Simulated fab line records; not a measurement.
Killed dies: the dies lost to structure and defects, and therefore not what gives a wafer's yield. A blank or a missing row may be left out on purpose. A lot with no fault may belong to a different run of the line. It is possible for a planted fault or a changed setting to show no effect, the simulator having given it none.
Which tool was responsible? :: flow nandHarc :: 6 lots with 18 wafers sampled at 5 steps, on a route of 1302 steps

== WHAT THE GAUGES SHOWED, per wafer ==
NHARC_A_ONON_D2_THK_MEAS_08: measures by ellipsometry.
lot: L501
measured: day 14 05:04
on: filmMetro-01
thkNm (nm): 996 995 999

lot: L503
measured: day 14 19:41
on: filmMetro-02
thkNm (nm): 1005 1005 1004

lot: L505
measured: day 16 01:47
on: filmMetro-01
thkNm (nm): 994 994 993

lot: L511
measured: day 18 18:41
on: filmMetro-01
thkNm (nm): 1014 1012 1013

lot: L512
measured: day 19 03:40
on: filmMetro-02
thkNm (nm): 1004 1513 1004 1004 1515 1005

lot: L519
measured: day 22 01:43
on: filmMetro-02
thkNm (nm): 1005 1004 1003

== TOOL THAT RAN EACH LOT (tool first, then ch and the chambers of the sampled wafers, then the start) ==
lot: L501
NHARC_A_CHANNEL_FILL_D1_ALD_02: aldHk-01 ch 0,1,3, day 10 11:43
NHARC_A_CHANNEL_FILL_D1_ALD_16: aldHk-03 ch 0,3, day 10 23:51
NHARC_A_CHANNEL_FILL_D1_ETCHBACK_08: rieDiel-05 ch 1,2, day 14 04:34 or earlier
NHARC_A_ONON_D2_DEP_06: pecvdOnon-03 ch 0, day 14 04:34

lot: L503
NHARC_A_CHANNEL_FILL_D1_ALD_02: aldHk-03 ch 1,2,3, day 11 04:11
NHARC_A_CHANNEL_FILL_D1_ALD_16: aldHk-01 ch 0,3, day 11 18:10
NHARC_A_CHANNEL_FILL_D1_ETCHBACK_08: rieDiel-12 ch 1,2, day 14 19:20 or earlier
NHARC_A_ONON_D2_DEP_06: pecvdOnon-01 ch 0, day 14 19:20

lot: L505
NHARC_A_CHANNEL_FILL_D1_ALD_02: aldHk-01 ch 0,1,3, day 12 11:14
NHARC_A_CHANNEL_FILL_D1_ALD_16: aldHk-04 ch 0,1, day 12 22:39
NHARC_A_CHANNEL_FILL_D1_ETCHBACK_08: rieDiel-05 ch 0,1,2, day 16 01:20 or earlier
NHARC_A_ONON_D2_DEP_06: pecvdOnon-01 ch 0, day 16 01:20

lot: L511
NHARC_A_CHANNEL_FILL_D1_ALD_02: aldHk-01 ch 0,1,2, day 15 01:38
NHARC_A_CHANNEL_FILL_D1_ALD_16: aldHk-01 ch 0,1,3, day 15 13:49
NHARC_A_CHANNEL_FILL_D1_ETCHBACK_08: rieDiel-05 ch 0,2,3, day 18 18:10 or earlier
NHARC_A_ONON_D2_DEP_06: pecvdOnon-04 ch 0, day 18 18:10

lot: L512
NHARC_A_CHANNEL_FILL_D1_ALD_02: aldHk-03 ch 0,2,3, day 15 12:23
NHARC_A_CHANNEL_FILL_D1_ALD_16: aldHk-04 ch 0,1,2, day 16 00:22
NHARC_A_CHANNEL_FILL_D1_ETCHBACK_08: rieDiel-12 ch 1,2,3, day 19 03:13 or earlier
NHARC_A_ONON_D2_DEP_06: pecvdOnon-01 ch 0, day 19 03:13

lot: L519
NHARC_A_CHANNEL_FILL_D1_ALD_02: aldHk-03 ch 0,3, day 17 23:22
NHARC_A_CHANNEL_FILL_D1_ALD_16: aldHk-01 ch 0,1, day 18 11:33
NHARC_A_CHANNEL_FILL_D1_ETCHBACK_08: rieDiel-05 ch 0,1,3, day 22 01:19 or earlier
NHARC_A_ONON_D2_DEP_06: pecvdOnon-03 ch 0, day 22 01:19
- NHARC_A_CHANNEL_FILL_D1_ALD_02: deposits SiO2, target thk 6 nm, pulse time 10 s, ald cycles 60.
- NHARC_A_CHANNEL_FILL_D1_ALD_16: deposits SiO2, target thk 1.5 nm, pulse time 10 s, ald cycles 15.
- NHARC_A_CHANNEL_FILL_D1_ETCHBACK_08: etches the open film in C4F8, target depth 220 nm, time 110 s.
- NHARC_A_ONON_D2_DEP_06: target thk 1000 nm.

== THE ANSWER, worked out from the rows above alone ==
Rule: what is usual is taken from the lots themselves. The widest of any qualifying gaps counts: lots, ordered by their means at a reading, are off when they make up no more than a third of the lots, leave a main group of 4 or more, and stand apart from it by 3 or more times the standard deviation of that group's means. A main group is skipped when, at the precision printed for the reading in the tables above, its means are all equal. A lot without any number at a reading at which 4 lots or more have one is off too. All remaining lots with rows at the step are treated as sound.
Off, at NHARC_A_ONON_D2_THK_MEAS_08 on thkNm: L512. Main group: mean 1002 nm, sd 6.8.
A tool fits if, at a process step before that reading, it ran every lot that is off, and no sound lot after the first of them. Gauges at NHARC_A_ONON_D2_THK_MEAS_08: tried the same way as those tools. NHARC_A_CHANNEL_FILL_D1_ETCHBACK_08: start missing for some lots; hours and lot order therefore follow NHARC_A_ONON_D2_DEP_06. Can't be told from this: 3 tools fit, aldHk-04 at NHARC_A_CHANNEL_FILL_D1_ALD_16, rieDiel-12 at NHARC_A_CHANNEL_FILL_D1_ETCHBACK_08, pecvdOnon-01 at NHARC_A_ONON_D2_DEP_06.

== WHAT THE SIMULATOR HAD PUT IN ==
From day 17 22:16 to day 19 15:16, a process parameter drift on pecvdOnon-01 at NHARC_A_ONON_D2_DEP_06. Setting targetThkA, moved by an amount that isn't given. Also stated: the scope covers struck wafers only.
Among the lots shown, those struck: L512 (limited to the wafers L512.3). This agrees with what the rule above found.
